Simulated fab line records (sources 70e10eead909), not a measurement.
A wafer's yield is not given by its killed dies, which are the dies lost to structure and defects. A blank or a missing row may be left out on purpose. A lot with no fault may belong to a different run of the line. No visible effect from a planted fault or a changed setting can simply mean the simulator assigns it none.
Chamber matching / flow nand harc / NHARC_A_STAIRCASE_CMP_472 on cmp-03 has 4 sister chambers
The step polishes SiO2. 20 wafers are shown with their chamber, then 10 later ones without.

== WAFERS, EACH WITH ITS CHAMBER ==
wafer=L075.2; chamber=0; motor current A (A)=13.2
wafer=L075.3; chamber=1; motor current A (A)=12.4
wafer=L075.5; chamber=1; motor current A (A)=11.7
wafer=L075.1; chamber=2; motor current A (A)=12.4
wafer=L075.4; chamber=3; motor current A (A)=11.1
wafer=L075.6; chamber=2; motor current A (A)=12.2
wafer=L081.1; chamber=3; motor current A (A)=10.9
wafer=L081.2; chamber=0; motor current A (A)=12.6
wafer=L081.3; chamber=2; motor current A (A)=12.2
wafer=L082.1; chamber=1; motor current A (A)=12.1
wafer=L082.3; chamber=0; motor current A (A)=13.6
wafer=L082.6; chamber=2; motor current A (A)=11.6
wafer=L083.3; chamber=3; motor current A (A)=10.4
wafer=L083.4; chamber=0; motor current A (A)=13.1
wafer=L083.5; chamber=1; motor current A (A)=12.3
wafer=L086.1; chamber=3; motor current A (A)=11.0
wafer=L086.2; chamber=2; motor current A (A)=11.5
wafer=L086.5; chamber=1; motor current A (A)=11.9
wafer=L087.4; chamber=2; motor current A (A)=12.5
wafer=L087.5; chamber=2; motor current A (A)=12.1

SIGNATURES (averages over the wafers above)
reading=motor current A; chamber 0=13.125; chamber 1=12.080; chamber 2=12.071; chamber 3=10.850; scatter within a chamber=0.354
Rule: distance of a wafer from a chamber = root of the sum over the readings of ((wafer's reading minus chamber's mean) / reading's scatter) squared. If the next closest chamber is less than 2 further off than the closest, the wafer can't be placed; otherwise it belongs to the closest. The scatter: the root of (the sum of the squares of (reading less its chamber's mean) over the shown wafers, divided by (wafers less chambers)).

== WAFERS WHOSE CHAMBER IS MISSING ==
wafer=L087.6; motor current A (A)=12.0
wafer=L093.1; motor current A (A)=13.5
wafer=L093.2; motor current A (A)=10.5
wafer=L093.5; motor current A (A)=12.1
wafer=L094.1; motor current A (A)=13.2
wafer=L094.2; motor current A (A)=11.3
wafer=L094.5; motor current A (A)=12.0
wafer=L095.1; motor current A (A)=12.1
wafer=L095.2; motor current A (A)=13.0
wafer=L095.5; motor current A (A)=12.1

== THE CHAMBER EACH PASSED THROUGH ==
wafer=L087.6; from the rows above=can't be placed: 2 or 1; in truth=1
wafer=L093.1; from the rows above=0; in truth=0
wafer=L093.2; from the rows above=3; in truth=3
wafer=L093.5; from the rows above=can't be placed: 1 or 2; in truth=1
wafer=L094.1; from the rows above=0; in truth=0
wafer=L094.2; from the rows above=can't be placed: 3 or 2 or 1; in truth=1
wafer=L094.5; from the rows above=can't be placed: 2 or 1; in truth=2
wafer=L095.1; from the rows above=can't be placed: 1 or 2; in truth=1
wafer=L095.2; from the rows above=0; in truth=0
wafer=L095.5; from the rows above=can't be placed: 1 or 2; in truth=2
4 of 10 placed correctly. Not placeable from these rows: 6 (in 6, the candidates include the true chamber). Placed wrongly: 0.
